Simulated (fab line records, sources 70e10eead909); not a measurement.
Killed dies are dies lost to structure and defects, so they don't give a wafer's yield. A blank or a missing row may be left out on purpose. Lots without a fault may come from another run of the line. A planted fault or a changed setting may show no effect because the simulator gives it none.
One fault seen from 2 desks | flow nand_harc | each desk has only its own numbers; what lay behind them comes last

THE METROLOGY DESK
What the gauges read, lot by lot, whatever tool the lot ran on: means of the sampled wafers that have a number. A lot is out of limits, marked OUT, if its mean lies more than 4 standard deviations from the usual mean; the brackets give that distance.
Columns: A = cd_nm at NHARC_P_GATE_CD_MEAS_91, usual 2000.0 nm; B = cd_nm at NHARC_P_CONTACT_CD_MEAS_12, usual 90.1 nm; C = cd_nm at NHARC_P_CONTACT_CD_MEAS_19, usual 89.7 nm
lot  | first seen here | A      | B               | C
L560 | day 4 21:37     | 2001.9 | 89.8            | 89.5
L561 | day 5 01:43     | 1999.5 | 89.7            | 88.4
L562 | day 5 10:55     | 2000.4 | 90.9            | 90.1
L563 | day 6 07:54     | 2000.6 | 90.7            | 91.1
L564 | day 6 08:35     | 2000.3 | 90.3            | 90.7
L565 | day 6 14:41     | 2002.1 | 90.4            | 90.5
L566 | day 7 07:25     | 2001.1 | 90.1            | 89.7
L567 | day 7 20:40     | 2000.2 | 90.3            | 89.9
L570 | day 9 00:19     | 1997.4 | 89.6            | 90.0
L571 | day 9 04:11     | 2002.1 | 90.6            | 91.6
L580 | day 12 22:08    | 1997.0 | 90.4            | 91.7
L581 | day 13 16:05    | 1998.2 | 118.5 (+46) OUT | 117.4 (+17) OUT
L582 | day 13 20:59    | 1998.1 | 113.3 (+37) OUT | 112.5 (+14) OUT
L583 | day 14 04:00    | 2001.9 | 89.3            | 88.0
This desk's finding: out of limits on L581, L582; first on L581, day 13 20:45 (cd_nm at NHARC_P_CONTACT_CD_MEAS_12). In limits: L560, L561, L562, L563, L564, L565, L566, L567, L570, L571, L580, L583.

THE TOOL OWNER'S DESK: arfi_scanner-03
The tool's own readings at NHARC_P_CONTACT_EXPOSE_09 (exposes mask P CA, target cd 90 nm): means of the sampled wafers that have a number, for each lot that ran on this tool. A lot is out of limits, marked OUT, if its mean lies more than 4 standard deviations from the usual mean; the brackets give that distance.
Columns: A = exposure_dose_mJ_cm2 at NHARC_P_CONTACT_EXPOSE_09, usual 81.25
lot  | first seen here | A
L561 | day 5 06:15     | 81.17
L562 | day 5 15:31     | 81.22
L564 | day 6 13:32     | 81.33
L563 | day 7 07:02     | 81.32
L567 | day 8 01:12     | 81.22
L580 | day 13 02:50    | 81.28
L581 | day 13 20:37    | 128.56 (+99 or more) OUT
L582 | day 14 01:53    | 120.52 (+99 or more) OUT
This desk's finding: out of limits on L581, L582; first on L581, day 13 20:37 (exposure_dose_mJ_cm2 at NHARC_P_CONTACT_EXPOSE_09). In limits: L561, L562, L564, L563, L567, L580.

PUT TOGETHER
The tool owner's desk could have raised an alarm at day 13 20:37, on L581, L582.
The metrology desk could have raised an alarm at day 13 20:45, on L581, L582.
Of the lots named, all ran NHARC_P_CONTACT_EXPOSE_09 on arfi_scanner-03.

WHAT THE SIMULATOR HAD PUT IN
Process parameter drift: arfi_scanner-03, from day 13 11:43 on, at NHARC_P_CONTACT_EXPOSE_09. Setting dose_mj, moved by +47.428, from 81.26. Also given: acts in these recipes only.
Lots struck among those shown: L581, L582.
Hours from the fault's start to each desk's first reading out of limits: the tool owner's desk, 9; the metrology desk, 9.
